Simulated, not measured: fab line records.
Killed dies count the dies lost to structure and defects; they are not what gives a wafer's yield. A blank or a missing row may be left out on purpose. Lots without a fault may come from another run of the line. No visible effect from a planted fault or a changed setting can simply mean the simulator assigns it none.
Matching of chambers | flow nand-harc | 3 sister chambers for NHARC_A_STAIRCASE_ETCH_292 on rie-diel-04
The step etches the open film in CF4/CHF3. 16 wafers are shown with their chamber, then 5 later ones without.

## WAFERS WITH THEIR CHAMBER
wafer  | chamber | drypump-motor-current-A (A) | showerhead-plenum-p-Torr (Torr) | rf-vpp-V (V)
L074.3 | 3       | 5.6                         | 1.60                            | 371.6
L074.4 | 0       | 5.8                         | 1.67                            | 374.2
L074.5 | 0       | 5.8                         | 1.67                            | 374.4
L076.2 | 0       | 5.8                         | 1.67                            | 375.6
L076.5 | 0       | 5.8                         | 1.67                            | 374.1
L076.6 | 1       | 5.5                         | 1.66                            | 374.2
L075.1 | 0       | 5.8                         | 1.67                            | 373.2
L075.2 | 1       | 5.5                         | 1.65                            | 375.3
L075.5 | 1       | 5.5                         | 1.65                            | 372.7
L078.3 | 3       | 5.6                         | 1.60                            | 370.0
L078.5 | 1       | 5.4                         | 1.65                            | 373.6
L078.6 | 0       | 5.8                         | 1.67                            | 374.3
L088.4 | 3       | 5.6                         | 1.59                            | 370.0
L088.5 | 0       | 5.8                         | 1.66                            | 374.9
L088.6 | 3       | 5.6                         | 1.59                            | 371.3
L091.1 | 1       | 5.5                         | 1.64                            | 372.7

SIGNATURES, as means of the wafers listed above
reading                  | chamber 0 | chamber 1 | chamber 3 | scatter within a chamber
drypump-motor-current-A  | 5.800     | 5.480     | 5.600     | 0.0248
showerhead-plenum-p-Torr | 1.6686    | 1.6500    | 1.5950    | 0.00545
rf-vpp-V                 | 374.386   | 373.700   | 370.725   | 0.887
Rule: for each reading, subtract the chamber's mean from the wafer's reading, divide by that reading's scatter and square the result; add these up over the readings and take the root, which gives the wafer's distance from the chamber. If the next closest chamber is less than 2 further off than the closest, the wafer can't be placed; otherwise it belongs to the closest. The scatter: take each reading less its chamber's mean, square it, sum over the shown wafers, divide by the number of wafers less the number of chambers, and take the root.

## WAFERS WHOSE CHAMBER IS MISSING
wafer  | drypump-motor-current-A (A) | showerhead-plenum-p-Torr (Torr) | rf-vpp-V (V)
L091.4 | 5.8                         | 1.66                            | 371.6
L091.5 | 5.8                         | 1.66                            | 372.9
L094.6 | 5.8                         | 1.66                            | 374.1
L096.1 | 5.4                         | 1.64                            | 372.6
L096.5 | 5.8                         | 1.65                            | 373.2

## THE CHAMBER EACH PASSED THROUGH
wafer  | from the rows above | in truth
L091.4 | 0                   | 0
L091.5 | 0                   | 0
L094.6 | 0                   | 0
L096.1 | 1                   | 1
L096.5 | 0                   | 0
Placed correctly: 5 of 5. Not placeable from these rows: 0. Placed wrongly: 0.
